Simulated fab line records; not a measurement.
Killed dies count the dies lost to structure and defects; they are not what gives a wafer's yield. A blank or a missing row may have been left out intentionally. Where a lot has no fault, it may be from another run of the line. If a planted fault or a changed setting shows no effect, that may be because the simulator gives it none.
Which tool did it? :: flow nandHarc :: 12 lots, 36 wafers sampled, at 5 steps of a route of 1302

## WHAT THE GAUGES READ, wafer by wafer
NHARC_P_STI_OVL_MEAS_10. Usual: overlayXNm -1 nm, standard deviation 5.2; overlayYNm -1 nm, standard deviation 6.2.
lot: L949
measured: day 2 21:08
on: overlay-01
overlayXNm (nm): 3 3 3
overlayYNm (nm): -5 -4 -4
flag: 

lot: L952
measured: day 4 05:09
on: overlay-01
overlayXNm (nm): -1 0 -1
overlayYNm (nm): 8 8 8
flag: 

lot: L954
measured: day 4 21:16
on: overlay-01
overlayXNm (nm): -11 -11 -11
overlayYNm (nm): 7 6 7
flag: 

lot: L959
measured: day 7 01:05
on: overlay-02
overlayXNm (nm): 4 4 4
overlayYNm (nm): -2 -2 -2
flag: 

lot: L964
measured: day 9 00:38
on: overlay-01
overlayXNm (nm): -5 -5 -5
overlayYNm (nm): 8 8 8
flag: 

lot: L966
measured: day 9 20:34
on: overlay-02
overlayXNm (nm): 1 1 1
overlayYNm (nm): -6 -6 -6
flag: 

lot: L967
measured: day 10 09:22
on: overlay-02
overlayXNm (nm): -1 -1 -1
overlayYNm (nm): 5 4 4
flag: 

lot: L968
measured: day 10 17:22
on: overlay-01
overlayXNm (nm): -2 -2 -2
overlayYNm (nm): -9 -9 -9
flag: 

lot: L970
measured: day 11 13:28
on: overlay-01
overlayXNm (nm): -5 -5 -5
overlayYNm (nm): -11 -11 -11
flag: 

lot: L971
measured: day 11 23:09
on: overlay-01
overlayXNm (nm): 2 2 2
overlayYNm (nm): 0 0 1
flag: 

NHARC_END_SORT_01. Usual: killedAtArray 63, standard deviation 18; killedAtOther 1.1, standard deviation 1.3; killedAtPeriphery 4.3, standard deviation 2.8; killedDies 68, standard deviation 18; killedOpen 3.3, standard deviation 2; killedShort 2.4, standard deviation 1.6.
lot: L949
measured: day 23 20:02
on: prober-02
killedAtArray: 89 101 90
killedAtOther: 1 4 4
killedAtPeriphery: 2 2 5
killedDies: 92 107 99
killedOpen: 0 4 3
killedShort: 3 2 2
flag: 

lot: L952
measured: day 25 17:53
on: prober-01
killedAtArray: 81 69 76
killedAtOther: 0 0 1
killedAtPeriphery: 7 8 5
killedDies: 88 77 82
killedOpen: 3 4 4
killedShort: 0 3 0
flag: 

lot: L954
measured: day 26 00:02
on: prober-01
killedAtArray: 80 64 73
killedAtOther: 1 0 0
killedAtPeriphery: 6 4 5
killedDies: 87 68 78
killedOpen: 2 1 6
killedShort: 2 3 2
flag: 

lot: L959
measured: day 31 01:17
on: prober-02
killedAtArray: 81 94 92
killedAtOther: 5 4 5
killedAtPeriphery: 3 3 5
killedDies: 89 101 102
killedOpen: 4 2 5
killedShort: 2 7 1
flag: 

lot: L962
measured: day 32 00:43
on: prober-02
killedAtArray: 61 54 64
killedAtOther: 2 1 1
killedAtPeriphery: 614 622 612
killedDies: 677 677 677
killedOpen: 1 2 1
killedShort: 1 0 2
flag: OFF

lot: L963
measured: day 32 17:01
on: prober-01
killedAtArray: 77 68 68
killedAtOther: 0 2 1
killedAtPeriphery: 600 607 608
killedDies: 677 677 677
killedOpen: 1 10 1
killedShort: 5 2 2
flag: OFF

lot: L964
measured: day 33 00:08
on: prober-01
killedAtArray: 40 41 44
killedAtOther: 0 2 1
killedAtPeriphery: 3 0 2
killedDies: 43 43 47
killedOpen: 2 3 3
killedShort: 1 1 4
flag: 

lot: L966
measured: day 32 08:30
on: prober-02
killedAtArray: 85 83 75
killedAtOther: 0 0 1
killedAtPeriphery: 1 4 4
killedDies: 86 87 80
killedOpen: 2 3 2
killedShort: 5 3 4
flag: 

lot: L967
measured: day 33 07:05
on: prober-02
killedAtArray: 54 64 54
killedAtOther: 1 1 0
killedAtPeriphery: 6 3 3
killedDies: 61 68 57
killedOpen: 3 5 0
killedShort: 6 3 3
flag: 

lot: L968
measured: day 33 07:53
on: prober-01
killedAtArray: 69 68 74
killedAtOther: 0 0 0
killedAtPeriphery: 1 2 0
killedDies: 70 70 74
killedOpen: 6 2 2
killedShort: 2 1 2
flag: 

lot: L970
measured: day 33 16:25
on: prober-01
killedAtArray: 78 64 75
killedAtOther: 2 1 0
killedAtPeriphery: 8 14 12
killedDies: 88 79 87
killedOpen: 4 5 7
killedShort: 3 5 6
flag: 

lot: L971
measured: day 34 00:19
on: prober-02
killedAtArray: 79 83 82
killedAtOther: 1 1 0
killedAtPeriphery: 2 2 4
killedDies: 82 86 86
killedOpen: 1 2 6
killedShort: 0 6 1
flag: 

## WHICH TOOL RAN EACH LOT (tool, then ch and the chambers of the sampled wafers, then the start)
lot: L949
NHARC_P_ZERO_WELL_DESCUM_26: rieDiel-03 ch 0,1,2, day 1 22:46
NHARC_P_ZERO_WELL_DESCUM_39: rieDiel-04 ch 0,1,2, day 2 00:16
NHARC_P_ZERO_WELL_IMPLANT_61: implanter-02 ch 0, day 2 02:07

lot: L952
NHARC_P_ZERO_WELL_DESCUM_26: rieDiel-03 ch 1,3, day 3 04:48
NHARC_P_ZERO_WELL_DESCUM_39: rieDiel-04 ch 0,2, day 3 06:19
NHARC_P_ZERO_WELL_IMPLANT_61: implanter-01 ch 0, day 3 08:20

lot: L954
NHARC_P_ZERO_WELL_DESCUM_26: rieDiel-03 ch 2,3, day 4 00:43
NHARC_P_ZERO_WELL_DESCUM_39: rieDiel-04 ch 1,2, day 4 02:14
NHARC_P_ZERO_WELL_IMPLANT_61: implanter-01 ch 0, day 4 04:14

lot: L959
NHARC_P_ZERO_WELL_DESCUM_26: rieDiel-10 ch 0,1,3, day 6 02:38
NHARC_P_ZERO_WELL_DESCUM_39: rieDiel-03 ch 0,1,2, day 6 04:17
NHARC_P_ZERO_WELL_IMPLANT_61: implanter-02 ch 0, day 6 06:07

lot: L962
NHARC_P_ZERO_WELL_DESCUM_26: rieDiel-04 ch 1,2,3, day 7 08:48
NHARC_P_ZERO_WELL_DESCUM_39: rieDiel-03 ch 1,2,3, day 7 10:26
NHARC_P_ZERO_WELL_IMPLANT_61: implanter-01, day 7 12:25

lot: L963
NHARC_P_ZERO_WELL_DESCUM_26: rieDiel-03 ch 0,2, day 7 18:30
NHARC_P_ZERO_WELL_DESCUM_39: rieDiel-04 ch 1,2,3, day 7 20:01
NHARC_P_ZERO_WELL_IMPLANT_61: implanter-01, day 7 21:52

lot: L964
NHARC_P_ZERO_WELL_DESCUM_26: rieDiel-10 ch 0,1,2, day 8 04:44
NHARC_P_ZERO_WELL_DESCUM_39: rieDiel-03 ch 0,1,2, day 8 06:24
NHARC_P_ZERO_WELL_IMPLANT_61: implanter-01 ch 0, day 8 08:37

lot: L966
NHARC_P_ZERO_WELL_DESCUM_26: rieDiel-03 ch 1,2,3, day 9 00:50
NHARC_P_ZERO_WELL_DESCUM_39: rieDiel-10 ch 0,1, day 9 02:32
NHARC_P_ZERO_WELL_IMPLANT_61: implanter-01 ch 0, day 9 04:30

lot: L967
NHARC_P_ZERO_WELL_DESCUM_26: rieDiel-10 ch 2,3, day 9 10:48
NHARC_P_ZERO_WELL_DESCUM_39: rieDiel-03 ch 0,3, day 9 12:29
NHARC_P_ZERO_WELL_IMPLANT_61: implanter-02 ch 0, day 9 14:30

lot: L968
NHARC_P_ZERO_WELL_DESCUM_26: rieDiel-03 ch 2,3, day 9 21:49
NHARC_P_ZERO_WELL_DESCUM_39: rieDiel-04 ch 2,3, day 9 23:29
NHARC_P_ZERO_WELL_IMPLANT_61: implanter-01 ch 0, day 10 01:20

lot: L970
NHARC_P_ZERO_WELL_DESCUM_26: rieDiel-04 ch 1,2,3, day 10 16:38
NHARC_P_ZERO_WELL_DESCUM_39: rieDiel-04 ch 1,2, day 10 18:25
NHARC_P_ZERO_WELL_IMPLANT_61: implanter-01 ch 0, day 10 20:24

lot: L971
NHARC_P_ZERO_WELL_DESCUM_26: rieDiel-04 ch 0,2,3, day 11 02:46
NHARC_P_ZERO_WELL_DESCUM_39: rieDiel-03 ch 1,2, day 11 04:24
NHARC_P_ZERO_WELL_IMPLANT_61: implanter-01 ch 0, day 11 06:43
- NHARC_P_ZERO_WELL_DESCUM_26: chemistry O2, time 3 s.
- NHARC_P_ZERO_WELL_DESCUM_39: chemistry O2, time 3 s.
- NHARC_P_ZERO_WELL_IMPLANT_61

## AS READ BY THE TOOLS THEMSELVES (means over the sampled wafers that have a number; for cases with no such wafer, the mark the record gives instead)
NHARC_P_ZERO_WELL_DESCUM_26. Usual: drypumpMotorCurrentA 6.0 A, standard deviation 0.47; oesProductAu 1.000 a.u., standard deviation 0.0075; rfVppV 57.8 V, standard deviation 0.92; showerheadPlenumPTorr 1.90 Torr, standard deviation 0.088; throttleValvePct 11.311 %, standard deviation 0.0095.
lot: L949
tool: rieDiel-03
drypumpMotorCurrentA (A): 6.0
oesProductAu (a.u.): 0.998
rfVppV (V): 57.0
showerheadPlenumPTorr (Torr): 1.86
throttleValvePct (%): 11.314
flag: 

lot: L952
tool: rieDiel-03
drypumpMotorCurrentA (A): 5.8
oesProductAu (a.u.): 0.994
rfVppV (V): 57.9
showerheadPlenumPTorr (Torr): 1.93
throttleValvePct (%): 11.311
flag: 

lot: L954
tool: rieDiel-03
drypumpMotorCurrentA (A): 6.6
oesProductAu (a.u.): 0.997
rfVppV (V): 58.3
showerheadPlenumPTorr (Torr): 2.00
throttleValvePct (%): 11.314
flag: 

lot: L959
tool: rieDiel-10
drypumpMotorCurrentA (A): 5.7
oesProductAu (a.u.): 0.996
rfVppV (V): 57.8
showerheadPlenumPTorr (Torr): 1.99
throttleValvePct (%): 11.314
flag: 

lot: L962
tool: rieDiel-04
drypumpMotorCurrentA (A): 6.0
oesProductAu (a.u.): 0.995
rfVppV (V): 57.3
showerheadPlenumPTorr (Torr): 1.86
throttleValvePct (%): 11.314
flag: 

lot: L963
tool: rieDiel-03
drypumpMotorCurrentA (A): 6.3
oesProductAu (a.u.): 0.998
rfVppV (V): 57.7
showerheadPlenumPTorr (Torr): 1.84
throttleValvePct (%): 11.308
flag: 

lot: L964
tool: rieDiel-10
drypumpMotorCurrentA (A): 6.0
oesProductAu (a.u.): 1.007
rfVppV (V): 58.5
showerheadPlenumPTorr (Torr): 1.95
throttleValvePct (%): 11.310
flag: 

lot: L966
tool: rieDiel-03
drypumpMotorCurrentA (A): 6.0
oesProductAu (a.u.): 0.999
rfVppV (V): 58.6
showerheadPlenumPTorr (Torr): 1.92
throttleValvePct (%): 11.304
flag: 

lot: L967
tool: rieDiel-10
drypumpMotorCurrentA (A): 5.7
oesProductAu (a.u.): 0.990
rfVppV (V): 58.9
showerheadPlenumPTorr (Torr): 1.92
throttleValvePct (%): 11.314
flag: 

lot: L968
tool: rieDiel-03
drypumpMotorCurrentA (A): 6.6
oesProductAu (a.u.): 1.001
rfVppV (V): 58.5
showerheadPlenumPTorr (Torr): 1.99
throttleValvePct (%): 11.301
flag: 

lot: L970
tool: rieDiel-04
drypumpMotorCurrentA (A): 6.0
oesProductAu (a.u.): 0.995
rfVppV (V): 57.7
showerheadPlenumPTorr (Torr): 1.86
throttleValvePct (%): 11.303
flag: 

lot: L971
tool: rieDiel-04
drypumpMotorCurrentA (A): 5.7
oesProductAu (a.u.): 1.003
rfVppV (V): 57.7
showerheadPlenumPTorr (Torr): 1.84
throttleValvePct (%): 11.299
flag: 

NHARC_P_ZERO_WELL_DESCUM_39. Usual: drypumpMotorCurrentA 5.9 A, standard deviation 0.46; oesProductAu 1.000 a.u., standard deviation 0.0069; rfVppV 57.8 V, standard deviation 0.82; showerheadPlenumPTorr 1.89 Torr, standard deviation 0.084; throttleValvePct 11.312 %, standard deviation 0.0095.
lot: L949
tool: rieDiel-04
drypumpMotorCurrentA (A): 5.9
oesProductAu (a.u.): 0.998
rfVppV (V): 58.2
showerheadPlenumPTorr (Torr): 1.90
throttleValvePct (%): 11.306
flag: 

lot: L952
tool: rieDiel-04
drypumpMotorCurrentA (A): 5.6
oesProductAu (a.u.): 0.998
rfVppV (V): 58.2
showerheadPlenumPTorr (Torr): 1.88
throttleValvePct (%): 11.319
flag: 

lot: L954
tool: rieDiel-04
drypumpMotorCurrentA (A): 6.2
oesProductAu (a.u.): 0.995
rfVppV (V): 58.0
showerheadPlenumPTorr (Torr): 1.91
throttleValvePct (%): 11.319
flag: 

lot: L959
tool: rieDiel-03
drypumpMotorCurrentA (A): 6.1
oesProductAu (a.u.): 1.002
rfVppV (V): 58.0
showerheadPlenumPTorr (Torr): 1.85
throttleValvePct (%): 11.316
flag: 

lot: L962
tool: rieDiel-03
drypumpMotorCurrentA (A): 6.1
oesProductAu (a.u.): 0.998
rfVppV (V): 57.8
showerheadPlenumPTorr (Torr): 1.92
throttleValvePct (%): 11.313
flag: 

lot: L963
tool: rieDiel-04
drypumpMotorCurrentA (A): 6.0
oesProductAu (a.u.): 0.998
rfVppV (V): 58.1
showerheadPlenumPTorr (Torr): 1.86
throttleValvePct (%): 11.315
flag: 

lot: L964
tool: rieDiel-03
drypumpMotorCurrentA (A): 6.1
oesProductAu (a.u.): 0.996
rfVppV (V): 58.0
showerheadPlenumPTorr (Torr): 1.84
throttleValvePct (%): 11.316
flag: 

lot: L966
tool: rieDiel-10
drypumpMotorCurrentA (A): 5.9
oesProductAu (a.u.): 0.999
rfVppV (V): 58.0
showerheadPlenumPTorr (Torr): 1.98
throttleValvePct (%): 11.313
flag: 

lot: L967
tool: rieDiel-03
drypumpMotorCurrentA (A): 6.1
oesProductAu (a.u.): 1.002
rfVppV (V): 57.6
showerheadPlenumPTorr (Torr): 1.85
throttleValvePct (%): 11.315
flag: 

lot: L968
tool: rieDiel-04
drypumpMotorCurrentA (A): 5.8
oesProductAu (a.u.): 0.995
rfVppV (V): 57.4
showerheadPlenumPTorr (Torr): 1.82
throttleValvePct (%): 11.315
flag: 

lot: L970
tool: rieDiel-04
drypumpMotorCurrentA (A): 6.1
oesProductAu (a.u.): 1.002
rfVppV (V): 57.8
showerheadPlenumPTorr (Torr): 1.86
throttleValvePct (%): 11.305
flag: 

lot: L971
tool: rieDiel-03
drypumpMotorCurrentA (A): 6.3
oesProductAu (a.u.): 1.010
rfVppV (V): 58.1
showerheadPlenumPTorr (Torr): 1.91
throttleValvePct (%): 11.311
flag: 

NHARC_P_ZERO_WELL_IMPLANT_61. Usual: beamEnergyKeV 30.001, standard deviation 0.0089; beamOnS 9.99 s, standard deviation 0.2.
lot: L949
tool: implanter-02
beamEnergyKeV: 29.999
beamOnS (s): 10.15
flag: 

lot: L952
tool: implanter-01
beamEnergyKeV: 30.009
beamOnS (s): 9.90
flag: 

lot: L954
tool: implanter-01
beamEnergyKeV: 30.002
beamOnS (s): 9.92
flag: 

lot: L959
tool: implanter-02
beamEnergyKeV: 30.004
beamOnS (s): 10.14
flag: 

lot: L962
tool: implanter-01
beamEnergyKeV: -
beamOnS (s): -
flag: OFF

lot: L963
tool: implanter-01
beamEnergyKeV: -
beamOnS (s): -
flag: OFF

lot: L964
tool: implanter-01
beamEnergyKeV: 30.007
beamOnS (s): 10.04
flag: 

lot: L966
tool: implanter-01
beamEnergyKeV: 29.987
beamOnS (s): 9.97
flag: 

lot: L967
tool: implanter-02
beamEnergyKeV: 30.004
beamOnS (s): 10.01
flag: 

lot: L968
tool: implanter-01
beamEnergyKeV: 29.998
beamOnS (s): 10.09
flag: 

lot: L970
tool: implanter-01
beamEnergyKeV: 30.006
beamOnS (s): 10.06
flag: 

lot: L971
tool: implanter-01
beamEnergyKeV: 30.006
beamOnS (s): 10.03
flag: 

## THE ANSWER, worked out from the rows above alone
Rule: lot off if the mean of its wafers having a number is beyond 3 standard deviations from the usual mean. A lot without any number at a reading at which 4 lots or more have one is off too. Where the step has rows for the other lots, those lots are counted as sound. After the gauges, taken in route order, come the tools' own readings; for these a lot's mean is taken, as printed above. At the first step where some lot is off, the reading lying furthest off is the one used; lots without a number count as furthest.
Off at NHARC_END_SORT_01 (killedAtPeriphery): L962, L963.
If a tool, at a process step before that reading, ran all the lots that are off and no sound lot after the first of them, it fits. The gauges at NHARC_END_SORT_01 aren't tried: what is off there is off at NHARC_P_ZERO_WELL_IMPLANT_61 too, on other tools, and a gauge's error can't cause that. Not one of the candidates tried fits.

## WHAT WAS PUT IN BY THE SIMULATOR
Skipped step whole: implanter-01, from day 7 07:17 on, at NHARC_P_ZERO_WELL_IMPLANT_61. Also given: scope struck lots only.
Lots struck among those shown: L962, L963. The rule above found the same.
